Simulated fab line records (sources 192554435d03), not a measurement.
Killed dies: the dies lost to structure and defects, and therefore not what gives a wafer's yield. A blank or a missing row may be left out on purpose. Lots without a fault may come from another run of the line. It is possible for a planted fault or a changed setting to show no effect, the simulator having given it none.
Which tool was responsible? -- flow n5 finfet -- 12 lots with 36 wafers sampled at 2 steps, on a route of 1938 steps

WHAT THE GAUGES READ, wafer by wafer
N5_BEOL_M8_OCD_MEAS_38.
lot,measured,on,trench depth nm (nm)
L074,day 12 06:44,ocd-02,95.5 91.3 95.2
L077,day 13 03:47,ocd-02,92.3 89.7 91.8
L081,day 13 15:23,ocd-01,91.3 94.1 94.0
L078,day 14 02:53,ocd-01,95.0 91.2 91.6
L083,day 14 10:28,ocd-02,92.3 92.9 89.6
L086,day 14 23:56,ocd-01,95.7 91.3 90.8
L088,day 15 16:41,ocd-01,93.8 94.5 96.1
L087,day 15 20:55,ocd-01,92.2 94.8 92.1
L090,day 16 21:07,ocd-01,90.9 91.6 92.2
L094,day 17 06:36,ocd-02,92.2 94.1 92.8
L097,day 18 00:02,ocd-02,92.8 89.9 93.7
L095,day 19 07:01,ocd-01,92.2 95.5 91.1

WHAT TOOL EACH LOT RAN ON (gives the tool, then ch and the chambers of the sampled wafers, and finally the start)
lot,N5_BEOL_M8_DESCUM_33
L074,"rie diel-05 ch 1,2, day 12 06:18"
L077,"rie diel-05 ch 0,1,3, day 13 03:22"
L081,"rie diel-04 ch 0,3, day 13 14:58"
L078,"rie diel-01 ch 2,3, day 14 02:28"
L083,"rie diel-05 ch 1,2,3, day 14 10:02"
L086,"rie diel-04 ch 1,2, day 14 23:30"
L088,"rie diel-04 ch 0,3, day 15 16:14"
L087,"rie diel-01 ch 2,3, day 15 20:29"
L090,"rie diel-05 ch 0,1, day 16 20:41"
L094,"rie diel-04 ch 0,1,3, day 17 06:10"
L097,"rie diel-01 ch 0,1,3, day 17 23:37"
L095,"rie diel-01 ch 2,3, day 19 06:35"
- N5_BEOL_M8_DESCUM_33: chemistry O2, time 7 s.

THE ANSWER, worked out from the rows above alone
Rule: the usual values come from the lots themselves. The widest of any qualifying gaps counts: lots, ordered by their means at a reading, are off when they make up no more than a third of the lots, leave a main group of 4 or more, and stand apart from it by 3 or more times the standard deviation of that group's means. If all means in a main group match to the digits the tables above print for the reading, that group is not used. A lot without any number at a reading at which 4 lots or more have one is off too. Where the step has rows for the other lots, those lots are counted as sound.
None of the lots is off at any reading shown; this tells nothing.

WHAT WAS PUT IN BY THE SIMULATOR
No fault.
